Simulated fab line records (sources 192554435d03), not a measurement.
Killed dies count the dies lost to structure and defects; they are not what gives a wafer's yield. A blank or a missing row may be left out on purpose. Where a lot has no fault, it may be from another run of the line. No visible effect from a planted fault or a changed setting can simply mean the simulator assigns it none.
Which tool did it? + flow n5Finfet + at 1 step of a route of 1938, 10 lots with 29 wafers sampled

WHAT THE GAUGES SHOWED, per wafer
N5_BEOL_M4_RC_MEAS_101.
| lot  | measured     | on        | DIBL_N (mV/V)  | DIBL_P (mV/V)  | IOFF_N (nA/um) | IOFF_P (nA/um) | ION_N (uA/um) | ION_P (uA/um) | SS_N (mV/dec)  | SS_P (mV/dec)  | VT_N (mV)   | VT_P (mV)      |
|------|--------------|-----------|----------------|----------------|----------------|----------------|---------------|---------------|----------------|----------------|-------------|----------------|
| L185 | day 8 02:03  | prober-01 | 38.1 35.5 38.4 | 37.9 34.4 37.7 | 0.19 0.13 0.19 | 0.25 0.20 0.25 | 676 668 679   | 471 460 465   | 71.6 71.4 72.1 | 73.4 72.3 73.3 | 248 254 250 | -247 -250 -248 |
| L188 | day 8 19:58  | prober-02 | 38.1 35.6 35.8 | 37.6 34.7 34.2 | 0.21 0.15 0.16 | 0.31 0.24 0.24 | 687 673 680   | 479 473 473   | 72.3 71.4 70.9 | 74.1 73.8 73.1 | 246 248 247 | -240 -245 -246 |
| L199 | day 11 06:06 | prober-02 | 38.3 37.2 37.1 | 39.1 36.0 35.7 | 0.22 0.18 0.19 | 0.28 0.21 0.21 | 692 667 663   | 470 453 458   | 72.2 73.5 72.6 | 73.0 73.0 73.1 | 246 251 248 | -246 -252 -251 |
| L197 | day 11 07:41 | prober-01 | 39.4 37.2 39.0 | 41.0 37.9 41.0 | 0.24 0.19 0.24 | 0.35 0.27 0.34 | 692 693 710   | 477 473 485   | 72.1 71.9 73.3 | 74.1 74.3 74.0 | 243 245 242 | -243 -247 -242 |
| L200 | day 11 16:00 | prober-02 | 34.2 38.1 39.3 | 33.6 38.7 41.4 | 0.12 0.18 0.20 | 0.17 0.23 0.28 | 650 687 679   | 453 467 460   | 71.5 71.6 72.3 | 72.0 73.6 74.5 | 253 251 250 | -255 -249 -245 |
| L201 | day 11 21:11 | prober-01 | 40.2 37.6 39.0 | 42.0 39.5 39.6 | 0.26 0.20 0.22 | 0.30 0.26 0.25 | 697 687 681   | 471 465 455   | 73.5 72.0 72.6 | 74.6 74.1 74.0 | 244 246 246 | -245 -248 -247 |
| L202 | day 12 01:38 | prober-02 | 38.1 37.3 37.4 | 37.8 37.4 37.3 | 0.16 0.18 0.16 | 0.21 0.22 0.21 | 685 687 676   | 469 471 470   | 71.9 72.5 72.7 | 73.6 73.9 72.8 | 250 247 251 | -252 -251 -251 |
| L204 | day 12 12:32 | prober-01 | 36.9 37.8      | 35.7 35.7      | 0.17 0.19      | 0.18 0.19      | 666 670       | 444 452       | 73.2 73.0      | 73.4 73.2      | 250 251     | -256 -253      |
| L203 | day 12 16:45 | prober-01 | 38.3 40.2 40.9 | 37.5 38.8 40.6 | 0.19 0.24 0.25 | 0.26 0.30 0.33 | 698 688 693   | 484 465 476   | 71.2 72.5 72.6 | 74.0 74.3 73.9 | 245 244 244 | -244 -245 -244 |
| L206 | day 13 07:31 | prober-02 | 35.7 40.3 36.5 | 36.0 39.2 36.0 | 0.16 0.23 0.16 | 0.20 0.24 0.20 | 685 684 685   | 469 461 468   | 70.9 72.7 71.6 | 73.0 74.4 73.3 | 248 245 249 | -250 -252 -253 |

WHAT TOOL EACH LOT RAN ON (gives the tool, then ch and the chambers of the sampled wafers, and finally the start)
The record holds no process step before these readings.

WHAT THE TOOLS THEMSELVES READ (means of the sampled wafers that have a number; where no wafer has one, the mark that the record gives instead)
The record holds no such reading with a usual standard deviation.

THE ANSWER, worked out from the rows above alone
Rule: usual is defined by the lots themselves. Put in order of their means at a reading, lots are off if they are a third of the lots or fewer, leave a main group of 4 or more, and stand apart from it by a gap of 3 or more times the standard deviation of the main group's means; of several such gaps the widest counts. The tables above print the reading to a certain number of digits; a main group whose means all agree to those digits is not used. A lot without any number at a reading at which 4 lots or more have one is off too. Any other lot the step has rows for is counted as sound. After the gauges, taken in route order, come the tools' own readings; for these a lot's mean is taken, as printed above. At the first step where some lot is off, the reading lying furthest off is the one used; lots without a number count as furthest.
No lot is off at any reading shown: from this, nothing can be told.

WHAT THE SIMULATOR PUT IN
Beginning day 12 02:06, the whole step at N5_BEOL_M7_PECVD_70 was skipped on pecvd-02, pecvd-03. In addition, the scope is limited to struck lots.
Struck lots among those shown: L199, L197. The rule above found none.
